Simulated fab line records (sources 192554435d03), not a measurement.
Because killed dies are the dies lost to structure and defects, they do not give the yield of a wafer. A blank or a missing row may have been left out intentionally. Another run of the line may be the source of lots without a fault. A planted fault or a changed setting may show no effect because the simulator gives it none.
Matching of chambers || flow n5_finfet || N5_SDB_ALD_29 on ald_sin-02 has 4 sister chambers
The step deposits SiNx, target thk 30 nm, pulse time 1 s, ald cycles 600. 16 wafers are shown with their chamber, then 8 later ones without.

## WAFERS PAIRED WITH THEIR CHAMBERS
{"wafer": "L075.1", "chamber": 3, "heater_power_w (W)": 758, "precursor_pulse_height_rel": 1.017}
{"wafer": "L075.4", "chamber": 2, "heater_power_w (W)": 835, "precursor_pulse_height_rel": 1.017}
{"wafer": "L075.5", "chamber": 1, "heater_power_w (W)": 837, "precursor_pulse_height_rel": 1.009}
{"wafer": "L085.2", "chamber": 3, "heater_power_w (W)": 712, "precursor_pulse_height_rel": 0.998}
{"wafer": "L085.3", "chamber": 2, "heater_power_w (W)": 857, "precursor_pulse_height_rel": 1.003}
{"wafer": "L085.6", "chamber": 3, "heater_power_w (W)": 721, "precursor_pulse_height_rel": 0.987}
{"wafer": "L086.3", "chamber": 1, "heater_power_w (W)": 906, "precursor_pulse_height_rel": 0.970}
{"wafer": "L086.5", "chamber": 2, "heater_power_w (W)": 834, "precursor_pulse_height_rel": 1.002}
{"wafer": "L086.6", "chamber": 1, "heater_power_w (W)": 874, "precursor_pulse_height_rel": 1.034}
{"wafer": "L089.1", "chamber": 0, "heater_power_w (W)": 878, "precursor_pulse_height_rel": 0.962}
{"wafer": "L089.2", "chamber": 2, "heater_power_w (W)": 872, "precursor_pulse_height_rel": 0.995}
{"wafer": "L089.5", "chamber": 1, "heater_power_w (W)": 898, "precursor_pulse_height_rel": 0.982}
{"wafer": "L090.2", "chamber": 1, "heater_power_w (W)": 890, "precursor_pulse_height_rel": 0.995}
{"wafer": "L090.3", "chamber": 3, "heater_power_w (W)": 716, "precursor_pulse_height_rel": 0.985}
{"wafer": "L090.6", "chamber": 0, "heater_power_w (W)": 871, "precursor_pulse_height_rel": 0.983}
{"wafer": "L091.3", "chamber": 0, "heater_power_w (W)": 875, "precursor_pulse_height_rel": 1.002}

SIGNATURES, as means of the wafers listed above
{"reading": "heater_power_w", "chamber 0": 874.67, "chamber 1": 881.00, "chamber 2": 849.50, "chamber 3": 726.75, "scatter within a chamber": 21.1}
{"reading": "precursor_pulse_height_rel", "chamber 0": 0.98233, "chamber 1": 0.99800, "chamber 2": 1.00425, "chamber 3": 0.99675, "scatter within a chamber": 0.0186}
Rule: for a wafer and a chamber, the distance is found by dividing, reading by reading, the gap between the wafer's reading and the chamber's mean by the reading's scatter, squaring, summing and taking the root. The wafer belongs to the nearest chamber; if the next one is less than 2 further off, it can't be placed. How the scatter is found: for the shown wafers, subtract from each reading the mean of its chamber, square and add these, divide the total by (wafers less chambers), then take the root.

## WAFERS WHOSE CHAMBER IS MISSING
{"wafer": "L091.4", "heater_power_w (W)": 861, "precursor_pulse_height_rel": 0.994}
{"wafer": "L091.6", "heater_power_w (W)": 729, "precursor_pulse_height_rel": 1.018}
{"wafer": "L092.3", "heater_power_w (W)": 881, "precursor_pulse_height_rel": 1.015}
{"wafer": "L092.5", "heater_power_w (W)": 906, "precursor_pulse_height_rel": 0.995}
{"wafer": "L092.6", "heater_power_w (W)": 897, "precursor_pulse_height_rel": 1.006}
{"wafer": "L097.2", "heater_power_w (W)": 709, "precursor_pulse_height_rel": 0.989}
{"wafer": "L097.3", "heater_power_w (W)": 857, "precursor_pulse_height_rel": 1.009}
{"wafer": "L097.6", "heater_power_w (W)": 884, "precursor_pulse_height_rel": 0.993}

## THE CHAMBER EACH PASSED THROUGH
{"wafer": "L091.4", "from the rows above": "can't be placed: 2 or 0 or 1", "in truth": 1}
{"wafer": "L091.6", "from the rows above": 3, "in truth": 3}
{"wafer": "L092.3", "from the rows above": "can't be placed: 1 or 2 or 0", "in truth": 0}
{"wafer": "L092.5", "from the rows above": "can't be placed: 1 or 0 or 2", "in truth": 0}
{"wafer": "L092.6", "from the rows above": "can't be placed: 1 or 0 or 2", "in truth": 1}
{"wafer": "L097.2", "from the rows above": 3, "in truth": 3}
{"wafer": "L097.3", "from the rows above": "can't be placed: 2 or 1 or 0", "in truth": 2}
{"wafer": "L097.6", "from the rows above": "can't be placed: 1 or 0 or 2", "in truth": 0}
2 of 8 placed correctly. Unplaceable from these rows: 6, with the true chamber sitting among the candidates in 6. Number placed wrongly: 0.
